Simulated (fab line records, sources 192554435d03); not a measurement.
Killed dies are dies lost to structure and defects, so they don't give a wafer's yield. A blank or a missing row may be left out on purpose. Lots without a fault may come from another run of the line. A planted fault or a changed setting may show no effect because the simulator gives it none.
A struck lot beside a sound one | flow n5_finfet | 36 steps out of a route of 1938
Sound: wafers L131.2, L131.4, L131.6. Struck: wafers L137.1, L137.3, L137.4. The cause comes at the end.
At each step with rows: each side's tool, then ch and its chambers, then its first start. Under that, the readings that differ: sound wafers | struck wafers | difference of the means | sigmas: that difference in standard deviations of wafers without a fault.
alike: readings whose means differ by less than 2 such deviations, and words and numbers that are the same on both sides. not compared: withheld readings, readings that some wafer has no value for, bounds like >300 that may hide the same value, and numbers for which the record gives no deviation and whose values overlap.
The two part at a step that has a row with sigmas, a row that says differs or no value, or rows on one side only. Numbers that don't overlap but have no deviation are shown without sigmas and don't part them. A reading that every wafer of one side lacks parts them only if that side has two wafers or more.

first, 9 steps without rows for these wafers: N5_WELL_APT_HMDS_01 (time 60 s); N5_WELL_APT_COAT_02 (resist thk 950 nm); N5_WELL_APT_EBR_04; N5_WELL_APT_SOFTBAKE_03 (time 60 s); N5_WELL_APT_EXPOSE_05 (exposes mask NWELL, defocus 0 nm, target cd 200 nm); N5_WELL_APT_PEB_06 (peb time 90 s); N5_WELL_APT_DEVELOP_07 (develop time 45 s); N5_WELL_APT_HARDBAKE_12 (time 120 s); N5_WELL_APT_DESCUM_13 (chemistry O2, time 7.9 s).
N5_WELL_APT_IMPLANT_14:
  sound on implanter-01 ch 0, day 2 20:31; struck on implanter-01 ch 0, day 4 08:31
  reading            | sound                            | struck                          | difference  | sigmas
  dose_ions_cm2      | 1.4995e+13 1.5025e+13 1.5005e+13 | 1.3006e+13 1.3024e+13 1.302e+13 | -1.9917e+12 | -99 or more
  faraday_current_uA | 188 192 189                      | 166 169 171                     | -21         | -5
then, 25 steps without rows for these wafers: N5_WELL_APT_IMPLANT_15; N5_WELL_APT_STRIP_16 (strips in SPM, time 900 s); N5_WELL_APT_HMDS_18 (time 60 s); N5_WELL_APT_COAT_19 (resist thk 950 nm); N5_WELL_APT_EBR_21; N5_WELL_APT_SOFTBAKE_20 (time 60 s); N5_WELL_APT_EXPOSE_22 (exposes mask PWELL, defocus 0 nm, target cd 200 nm); N5_WELL_APT_PEB_23 (peb time 90 s); N5_WELL_APT_DEVELOP_24 (develop time 45 s); N5_WELL_APT_HARDBAKE_29 (time 120 s); N5_WELL_APT_DESCUM_30 (chemistry O2, time 7.9 s); N5_WELL_APT_IMPLANT_31; N5_WELL_APT_IMPLANT_32; N5_WELL_APT_STRIP_33 (strips in SPM, time 900 s); N5_WELL_APT_RTA_34 (time 10 s); N5_WELL_APT_OXIDE_STRIP_42 (strips SiO2 in dHF, time 45 s, target depth 12 nm); N5_WELL_APT_PRECLEAN_36 (cleans in O3/DIW, time 45 s); N5_WELL_APT_PRECLEAN_39 (cleans in dHF, time 60 s); N5_WELL_APT_SRD_37 (time 30 s); N5_WELL_APT_EPI_41 (deposits Si from SiH4/H2, target thk 50 nm, time 297.7 s); N5_PMOS_HMC_CHANNEL_EPI_HM_DEP_34 (deposits SiO2 from TEOS/O2, target thk 36 nm, time 6.9 s); N5_PMOS_HMC_CHANNEL_EPI_COAT_31 (time 60 s, resist thk 66 nm); N5_PMOS_HMC_CHANNEL_EPI_COAT_03 (resist thk 205 nm); N5_PMOS_HMC_CHANNEL_EPI_EBR_05; N5_PMOS_HMC_CHANNEL_EPI_SOFTBAKE_04 (time 60 s).
-- the record jumps here: 6 days lie between the struck wafers' starts before and after (it left off in module PMOS_HMC_CHANNEL_EPI and takes up again in module BEOL_M4, whose first step shown is number 1111 of the route) --
N5_BEOL_M4_RC_MEAS_101:
  sound on prober-01 ch 0, day 9 14:41; struck on prober-01 ch 0, day 10 16:04
  reading           | sound          | struck         | difference | sigmas
  RS_NWELL (ohm/sq) | 1041 1046 1034 | 1115 1118 1120 | +77        | +12
  alike: DIBL_N, DIBL_P, IOFF_N, IOFF_P, ION_N, ION_P, SS_N, SS_P, VT_N, VT_P

WHERE THEY PART
First at N5_WELL_APT_IMPLANT_14; last, within this record, at N5_BEOL_M4_RC_MEAS_101.

WHY: what the simulator had put in
Process parameter drift: implanter-01, from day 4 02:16 on, at N5_WELL_APT_IMPLANT_14. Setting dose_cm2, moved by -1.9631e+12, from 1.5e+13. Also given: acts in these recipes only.
